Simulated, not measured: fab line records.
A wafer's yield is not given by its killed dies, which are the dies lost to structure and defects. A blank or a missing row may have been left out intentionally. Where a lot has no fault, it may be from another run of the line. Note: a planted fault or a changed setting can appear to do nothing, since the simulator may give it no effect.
A struck lot beside a sound one :: flow n5-finfet :: 28 steps out of a route of 1938
Sound: these wafers, L213.2, L213.5, L213.6. Struck: wafer L200.5 (L200.4, L200.6, from the same lot, were not struck and are left out); the cause is given at the end.
Order at every step that has rows: each side's tool, ch and its chambers, its first start. Under that, the readings that differ: sound wafers :: struck wafers :: difference of the means :: sigmas: that difference in standard deviations of wafers without a fault.
alike: readings with means less than 2 such deviations apart, plus words and numbers identical on both sides. not compared: withheld readings, readings lacking a value on some wafer, bounds such as >300 that could conceal the same value, and numbers that have no deviation in the record and whose values overlap.
Wherever a step has rows on one side only, a row that says differs or no value, or a row with sigmas, the two part there. Numbers that have no deviation but don't overlap get no sigmas and don't part them. A reading missing from all wafers of one side parts the sides only when that side holds two or more wafers.

first, 10 steps without rows for these wafers: N5_BEOL_M7_CURE_75 (cures SiCOH lowk, time 120 s); N5_BEOL_M7_DEGAS_44 (time 60 s); N5_BEOL_M7_PRE_CLEAN_45 (time 30 s); N5_BEOL_M7_ALD_77 (deposits TaN, target thk 2 nm, pulse time 2 s, purge time 3 s); N5_BEOL_M7_SURFACE_TREAT_79; N5_BEOL_M7_CVD_78 (deposits Co from CCTBA/H2, target thk 2 nm, time 142.3 s); N5_BEOL_M7_SPUTTER_48 (material Cu, target thk 10 nm, time 1.667 s); N5_BEOL_M7_ECD_50 (material Cu, target thk 300 nm); N5_BEOL_M7_ANNEAL_51 (time 90 s); N5_BEOL_M7_CMP_52 (polishes, stops on SiCOH lowk, t overpolish 6.9 s, target thk 80 nm).
N5_BEOL_M7_PRE_CLEAN_55: time 15 s.
  sound on pecvd-02 ch 0,2, day 16 23:04; struck on pecvd-02 ch 0,1,2, day 12 16:58
then, 1 step without rows for these wafers: N5_BEOL_M7_DEP_56 (deposits SiCN from 3MS/NH3, target thk 10 nm, time 17.5 s).
N5_BEOL_M7_INSPECT_58: inspects for defects (darkfield).
  sound: defect-inspect-02 at day 16 23:11; struck: defect-inspect-02 at day 12 17:04
reading: raw-defect-count
sound: 74 68 74
struck: 770
difference: +698
sigmas: +24
then, 12 steps without rows for these wafers: N5_BEOL_M8_ILD_DEP_00 (deposits SiCOH lowk from DEMS/porogen, target thk 179.75 nm, time 33.4 s); N5_BEOL_M8_CURE_74 (cures SiCOH lowk, time 240 s); N5_BEOL_M8_PECVD_70 (deposits SiO2 from TEOS/O2, target thk 20 nm, time 22.7 s); N5_BEOL_M8_HM_DEP_02 (deposits TiN, target thk 20 nm); N5_BEOL_M8_COAT_59 (time 60 s, resist thk 100 nm); N5_BEOL_M8_COAT_60 (time 60 s, resist thk 35 nm); N5_BEOL_M8_COAT_05 (resist thk 90 nm); N5_BEOL_M8_EBR_07; N5_BEOL_M8_SOFTBAKE_06 (time 60 s); N5_BEOL_M8_EXPOSE_08 (exposes mask M8); N5_BEOL_M8_PEB_09 (peb time 60 s); N5_BEOL_M8_DEVELOP_10 (develop time 30 s).
N5_BEOL_M8_INSPECT_13: inspects for defects (brightfield).
  sound: defect-inspect-01 at day 17 01:37; struck: defect-inspect-02 at day 12 20:16
reading: raw-defect-count
sound: 456 296 454
struck: 1125
difference: +723
sigmas: +8
then, 1 step without rows for these wafers: N5_BEOL_M8_DESCUM_16 (chemistry O2, time 7.9 s).
-- here the record skips 3 days between the struck wafers' starts before and after, leaving off in module BEOL_M8 and picking up in module PASSIVATION (first step shown: number 1936 of the route) --
N5_PASSIVATION_PROBE_49:
  sound: prober-01 at day 20 03:07; struck: prober-01 at day 15 14:13
reading: defect-limited-yield (%)
sound: 92.6 92.8 92.0
struck: 83.1
difference: -9.4
sigmas: -7

reading: killed_at_M4_up
sound: 11 11 8
struck: 121
difference: +111
sigmas: +21

reading: killed-dies
sound: 87 85 94
struck: 199
difference: +110
sigmas: +7

reading: killed-on-rim
sound: 15 15 6
struck: 29
difference: +17
sigmas: +4

reading: sort_bin_5_function (%)
sound: 3.7 3.6 4.9
struck: 9.7
difference: +5.6
sigmas: +6

reading: sort-n-pass
sound: 1093 1095 1086
struck: 981
difference: -110
sigmas: -6

reading: sort-yield-pct (%)
sound: 92.6 92.8 92.0
struck: 83.1
difference: -9.4
sigmas: -7
  alike: killed_at_M0_to_M3, killed-at-contacts, killed-at-front-end, killed-at-other, killed-open, killed-short, sort_bin_6_memory

WHERE THEY PART
First at N5_BEOL_M7_INSPECT_58; last, within this record, at N5_PASSIVATION_PROBE_49.

WHY: what had been put in by the simulator
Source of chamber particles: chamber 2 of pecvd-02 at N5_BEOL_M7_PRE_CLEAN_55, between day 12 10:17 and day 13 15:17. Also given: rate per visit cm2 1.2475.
